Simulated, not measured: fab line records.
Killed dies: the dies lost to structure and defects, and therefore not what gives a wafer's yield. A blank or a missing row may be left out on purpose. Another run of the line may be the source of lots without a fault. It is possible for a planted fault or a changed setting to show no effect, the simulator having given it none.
fab line records    flow nandHarc
record lots=12  wafers=36  lastDay=33
route steps=1302 shown P_ZERO_WELL@19 P_GATE@145
lots untouched by any fault: they come from a run of this same line in which no faults occurred
startH: hours from the record's opening day to when the first of the lot's shown wafers began    waitH: hours elapsed since this lot's preceding step    " the same as in the row above    L1.1+2: a single row standing in for several wafers    - either no value or no given start    * or withheld: withheld    < > ~ a bound
route shown NAME@n: NAME is a module with steps in the file, n the number in the route of the first one    usual: average and standard deviation across the fault-free wafers    same: alike in all rows    chamber/n: place in a boat    sites: the reading at each site    _std_site: the values' standard deviation    _edge_site: outer sites' mean less inner sites'    radiusMm: for every site, how far away it sits from the centre of the wafer    mask NAME#n: copy n    behind: tool/chamber where the wafer was last shaped    hold: the reason the lot was held/the length of the hold in hours/how it ended    device: the n, p or np transistor that did not switch    end of line: the route-end tests of the same wafers    where a step has no rows: the recipe by itself    killed: at the first sort, the dies lost to defects and structure; wafer yield is something else    map: a wafer's dies, x killed, . not, _ none there
set.NAME: the setting the step ran with; set.NAME@STEP: the setting that earlier step ran with    model.NAME: the simulator's own value behind a step, which no gauge read
a sample of lots followed through the steps of the route, with each step as a table and each wafer as a row
services: the hour from which a tool's chamber was out of use, counted from the record's first day as startH (under 0 if before that day), plus the number of hours and why
## steps
# step NHARC_P_ZERO_WELL_ETCH_63
# recipe targetDepthA=1200  timeS=40.1  hbrFlowSccm=150  cl2FlowSccm=50  rfW=400  icpW=400  biasW=100  chemistry=HBr/Cl2
# usual drypumpMotorCurrentA=5.61/0.25  heBacksideLeakSccm=2.63/0.28  oesProductAu=0.996/0.01  throttleValvePct=26.405/0.0091
lot.wafer  tool      chamber  startH  waitH  drypumpMotorCurrentA  heBacksideLeakSccm  oesProductAu  rfHoursCounterH  throttleValvePct
L984.1     rieSi-02  0        21.56   -      5.71                  2.71                0.972         0.64             26.402
L984.5     "         2        "       "      5.75                  2.29                1.026         -                26.418
L984.6     "         3        "       "      6.04                  2.96                0.994         -                26.392
L986.3     rieSi-02  2        41.82   -      5.70                  2.61                1.022         0.80             26.401
L986.4     "         3        "       "      6.08                  2.69                1.007         0.74             26.416
L986.6     "         0        "       "      5.72                  2.77                0.975         -                26.408
L988.3     rieSi-02  3        61.86   -      6.09                  2.63                0.999         0.87             26.396
L988.1     "         1        "       "      5.49                  2.95                1.011         0.89             26.406
L988.6     "         2        "       "      5.75                  2.35                1.009         -                26.409
L989.4     rieSi-04  0        73.67   -      5.55                  2.31                0.980         0.48             26.409
L989.3     "         3        "       "      5.40                  2.77                0.991         0.60             26.393
L989.5     "         0        "       "      5.54                  2.33                0.990         -                26.413
L998.1     rieSi-02  1        161.61  -      5.49                  2.71                1.010         0.32             26.404
L998.3     "         2        "       "      5.71                  2.44                1.006         0.37             26.410
L998.6     "         1        "       "      5.45                  2.82                1.007         -                26.399
L999.2     rieSi-05  1        171.68  -      5.63                  2.62                0.995         0.18             26.413
L999.3     "         3        "       "      5.31                  2.65                1.005         0.18             26.417
L999.5     "         0        "       "      6.22                  2.75                1.008         -                26.408
L100.2     rieSi-04  0        181.66  -      5.51                  2.38                0.986         0.03             26.412
L100.3     "         1        "       "      5.43                  2.35                0.994         0.00             26.414
L100.4     "         3        "       "      5.40                  2.64                0.995         0.03             26.408
L103.2     rieSi-05  1        211.52  -      5.69                  2.43                0.997         0.45             26.411
L103.4     "         3        "       "      5.28                  2.62                0.995         0.45             26.399
L103.5     "         1        "       "      5.66                  2.50                0.983         -                26.410
L104.3     rieSi-04  3        222.04  -      5.41                  2.85                0.988         0.22             26.404
L104.4     "         1        "       "      5.44                  2.66                0.989         -                26.406
L104.6     "         3        "       "      5.40                  2.74                0.996         -                26.412
L105.3     rieSi-04  1        231.70  -      5.45                  2.39                0.995         0.29             26.395
L105.6     "         3        "       "      5.41                  3.05                1.003         -                26.404
L105.5     "         0        "       "      5.53                  2.43                0.990         -                26.402
L106.1     rieSi-04  3        241.97  -      5.40                  2.85                0.994         0.38             26.396
L106.2     "         1        "       "      5.43                  2.49                0.995         0.34             26.385
L106.5     "         3        "       "      5.41                  3.00                0.999         -                26.410
L107.4     rieSi-04  0        251.66  -      5.52                  2.34                0.995         0.49             26.411
L107.3     "         2        "       "      5.63                  2.41                1.014         0.22             26.424
L107.5     "         3        "       "      5.39                  2.83                1.002         -                26.420
# step NHARC_P_ZERO_WELL_IMPLANT_27
# recipe energyKev=600  doseCm2=1e+13  tiltDeg=7
# usual beamOnS=9.99/0.21  tiltDeg=6.997/0.02
lot.wafer  tool          chamber  startH  waitH  beamOnS  tiltDeg
L984.1     implanter-02  0        22.64   0.1    9.95     7.001
L984.5     "             0        "       "      10.16    6.992
L984.6     "             0        "       "      9.89     7.021
L986.3     implanter-02  0        42.96   0.2    10.02    7.009
L986.4     "             0        "       "      10.04    6.999
L986.6     "             0        "       "      9.80     7.002
L986.3     implanter-02  0        43.38   0.4    10.06    7.020
L986.4     "             0        "       "      9.97     7.015
L986.6     "             0        "       "      9.92     6.977
L988.1     implanter-02  0        62.97   0.1    10.11    6.980
L988.3     "             0        "       "      10.01    6.972
L988.6     "             0        "       "      9.93     6.976
L988.1     implanter-02  0        63.39   0.4    9.85     6.982
L988.3     "             0        "       "      10.06    7.001
L988.6     "             0        "       "      9.94     6.993
L989.3     implanter-02  0        74.98   0.2    10.02    7.010
L989.4     "             0        "       "      10.30    7.014
L989.5     "             0        "       "      9.67     7.001
L989.3     implanter-02  0        75.42   0.4    10.05    6.981
L989.4     "             0        "       "      10.01    7.011
L989.5     "             0        "       "      10.06    6.993
L998.1     implanter-01  0        162.87  0.1    9.98     7.019
L998.3     "             0        "       "      10.37    7.009
L998.6     "             0        "       "      9.77     7.028
L999.2     implanter-02  0        172.94  0.1    10.10    6.957
L999.3     "             0        "       "      9.93     6.996
L999.5     "             0        "       "      10.25    6.981
L100.2     implanter-02  0        182.93  0.2    9.94     6.963
L100.3     "             0        "       "      10.10    6.949
L100.4     "             0        "       "      9.50     6.976
L103.2     implanter-01  0        212.78  0.2    10.06    7.000
L103.4     "             0        "       "      9.90     7.001
L103.5     "             0        "       "      10.14    7.011
L104.3     implanter-02  0        223.41  0.2    10.01    7.003
L104.4     "             0        "       "      9.99     6.985
L104.6     "             0        "       "      10.16    6.972
L105.3     implanter-01  0        232.99  0.2    10.12    7.025
L105.5     "             0        "       "      10.03    6.996
L105.6     "             0        "       "      9.88     7.015
L106.1     implanter-02  0        243.08  0.1    10.12    7.005
L106.2     "             0        "       "      9.93     7.035
L106.5     "             0        "       "      10.23    6.993
L107.3     implanter-02  0        252.94  0.2    9.90     7.038
L107.4     "             0        "       "      10.02    7.010
L107.5     "             0        "       "      9.79     7.017
# step NHARC_P_GATE_ETCH_104
# recipe targetDepthA=600  timeS=withheld  cf4FlowSccm=100  chf3FlowSccm=30  arFlowSccm=0  rfW=500  biasW=200  chemistry=CF4/CHF3
# usual drypumpMotorCurrentA=5.5/0.4  oesProductAu=0.956/0.024  rfVppV=370.4/2.1  showerheadPlenumPTorr=1.57/0.058  throttleValvePct=16.803/0.0095
lot.wafer  tool        chamber  startH  waitH  drypumpMotorCurrentA  oesProductAu  rfVppV  showerheadPlenumPTorr  throttleValvePct
L984.1     rieDiel-12  2        103.67  0.1    5.2                   0.989         372.1   1.58                   16.786
L984.5     "           2        "       "      5.2                   0.985         370.0   1.58                   16.809
L984.6     "           3        "       "      6.1                   0.972         372.3   1.62                   16.804
L986.4     rieDiel-08  1        116.82  0.1    4.9                   0.922         369.6   1.51                   16.810
L986.3     "           2        "       "      5.4                   0.921         366.2   1.47                   16.807
L986.6     "           3        "       "      6.0                   0.921         373.2   1.60                   16.815
L988.3     rieDiel-02  1        137.38  0.1    5.6                   0.951         370.1   1.60                   16.796
L988.1     "           0        "       "      5.3                   0.970         372.8   1.65                   16.789
L988.6     "           1        "       "      5.6                   0.957         371.3   1.60                   16.815
L989.4     rieDiel-12  2        150.02  0.1    5.1                   0.942         371.4   1.58                   16.800
L989.3     "           0        "       "      5.7                   0.935         369.2   1.53                   16.811
L989.5     "           2        "       "      5.2                   0.942         370.6   1.58                   16.799
L998.3     rieDiel-12  0        243.61  0.1    5.7                   0.979         369.1   1.53                   16.823
L998.1     "           2        "       "      5.2                   1.010         371.3   1.58                   16.791
L998.6     "           0        "       "      5.7                   0.974         369.2   1.53                   16.801
L999.3     rieDiel-12  3        244.43  0.1    6.1                   0.978         371.4   1.62                   16.796
L999.2     "           0        "       "      5.7                   0.979         369.8   1.53                   16.798
L999.5     "           2        "       "      5.2                   0.985         369.6   1.58                   16.803
L100.4     rieDiel-08  2        259.21  0.1    5.4                   0.922         366.0   1.47                   16.790
L100.2     "           0        "       "      5.9                   0.923         368.0   1.50                   16.804
L100.3     "           1        "       "      4.9                   0.918         368.2   1.51                   16.805
L103.4     rieDiel-12  3        286.30  0.1    6.0                   0.955         371.1   1.62                   16.786
L103.2     "           0        "       "      5.7                   0.966         369.7   1.53                   16.793
L103.5     "           0        "       "      5.7                   0.981         369.7   1.53                   16.813
L104.4     rieDiel-12  0        293.42  0.1    5.7                   0.963         369.4   1.53                   16.798
L104.3     "           1        "       "      5.2                   0.950         367.0   1.50                   16.788
L104.6     "           3        "       "      6.0                   0.970         374.3   1.62                   16.796
L105.3     rieDiel-12  0        309.68  0.1    5.7                   0.970         369.8   1.53                   16.808
L105.5     "           3        "       "      6.1                   0.968         371.7   1.62                   16.820
L105.6     "           0        "       "      5.7                   0.959         369.4   1.53                   16.797
L106.2     rieDiel-08  2        317.75  0.1    5.4                   0.965         366.3   1.47                   16.808
L106.1     "           0        "       "      5.9                   0.967         367.6   1.49                   16.807
L106.5     "           2        "       "      5.4                   0.953         366.4   1.47                   16.817
L107.4     rieDiel-02  3        324.02  0.1    5.3                   0.914         372.6   1.64                   16.794
L107.3     "           1        "       "      5.7                   0.918         370.5   1.60                   16.812
L107.5     "           0        "       "      5.2                   0.928         372.8   1.64                   16.810
# step NHARC_P_GATE_STRIP_75
# recipe powerW=1500  tempC=250  chemistry=O2
# usual drypumpMotorCurrentA=5.54/0.19  heaterPowerW=339/41
lot.wafer  tool            chamber  startH  waitH  drypumpMotorCurrentA  heaterPowerW  rfHoursCounterH
L984.1     plasmaAsher-02  1        116.07  0.2    5.30                  378           8
L984.6     "               0        "       "      5.44                  353           -
L984.5     "               1        "       "      5.29                  393           -
L986.3     plasmaAsher-02  1        129.50  0.2    5.28                  380           -
L986.4     "               0        "       "      5.43                  357           -
L986.6     "               0        "       "      5.43                  355           -
L988.1     plasmaAsher-01  0        149.77  0.2    5.67                  322           27
L988.3     "               1        "       "      5.75                  293           -
L988.6     "               1        "       "      5.75                  283           -
L989.4     plasmaAsher-01  0        162.61  0.2    5.66                  327           -
L989.3     "               1        "       "      5.76                  294           -
L989.5     "               0        "       "      5.69                  322           -
L998.1     plasmaAsher-01  0        256.14  0.3    5.65                  332           16
L998.3     "               1        "       "      5.79                  275           -
L998.6     "               0        "       "      5.67                  330           -
L999.2     plasmaAsher-01  0        256.92  0.3    5.66                  339           17
L999.3     "               1        "       "      5.78                  279           -
L999.5     "               1        "       "      5.77                  277           -
L100.2     plasmaAsher-02  0        271.80  0.2    5.38                  367           4
L100.4     "               1        "       "      5.27                  395           -
L100.3     "               0        "       "      5.37                  368           -
L103.2     plasmaAsher-02  0        298.75  0.2    5.38                  364           10
L103.4     "               0        "       "      5.42                  368           -
L103.5     "               0        "       "      5.38                  361           -
L104.3     plasmaAsher-02  1        305.89  0.2    5.28                  400           -
L104.4     "               0        "       "      5.40                  364           -
L104.6     "               1        "       "      5.29                  394           -
L105.3     plasmaAsher-02  1        322.24  0.1    5.29                  391           -
L105.6     "               0        "       "      5.43                  361           -
L105.5     "               1        "       "      5.32                  394           -
L106.1     plasmaAsher-01  0        330.21  0.3    5.68                  336           31
L106.2     "               1        "       "      5.77                  282           31
L106.5     "               1        "       "      5.75                  274           -
L107.3     plasmaAsher-02  0        336.69  0.2    5.41                  369           -
L107.4     "               1        "       "      5.28                  406           -
L107.5     "               1        "       "      5.29                  394           -
## services
tool            chamber  startH  hours  kind
plasmaAsher-02  -        -2.03   1.6    repair
plasmaAsher-01  -        34.51   4.0    repair
plasmaAsher-02  -        72.00   9.0    pm
rieDiel-12      -        78.30   0.2    repair
rieDiel-12      -        91.40   9.0    pm
plasmaAsher-01  -        92.96   4.3    repair
plasmaAsher-02  -        105.57  1.1    repair
rieDiel-12      -        142.05  0.9    repair
implanter-02    -        146.00  13.0   pm
rieDiel-12      3        151.57  7.4    repair
rieSi-04        -        161.60  0.3    repair
rieSi-04        -        165.00  9.0    pm
plasmaAsher-01  -        172.60  9.0    pm
implanter-02    -        176.95  2.1    repair
rieDiel-12      3        180.08  8.4    repair
rieSi-04        1        188.85  3.6    repair
rieDiel-12      1        209.15  14.6   repair
rieSi-04        2        215.87  17.4   repair
implanter-02    -        227.31  14.9   repair
implanter-02    -        247.49  2.3    repair
plasmaAsher-02  -        249.00  9.0    pm
rieDiel-12      -        268.40  9.0    pm
implanter-02    -        317.31  3.4    repair
rieDiel-12      1        335.99  2.9    repair
## key
firstSign step=NHARC_P_ZERO_WELL_IMPLANT_27  reading=visit  direction=added
effect none on later readings
metAt NHARC_P_ZERO_WELL_IMPLANT_27
struckLots L986,L988,L989
testerLeftOut L986,L988,L989
notActingAt NHARC_P_ZERO_WELL_ETCH_63,NHARC_P_GATE_ETCH_104,NHARC_P_GATE_STRIP_75
fault kind=repeatedStepWhole  tool=implanter-01,implanter-02  chamber=-  onsetH=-  steps=NHARC_P_ZERO_WELL_IMPLANT_27  times=1  scope=struckLotsOnly
# testerLeftOut: of these lots the tester's yield and bins aren't shown, on N5 and GAA mostly nor the transistor test; their killed dies are dies lost to structure and defects alone, not to doping, threshold or leakage, so they don't give the yield
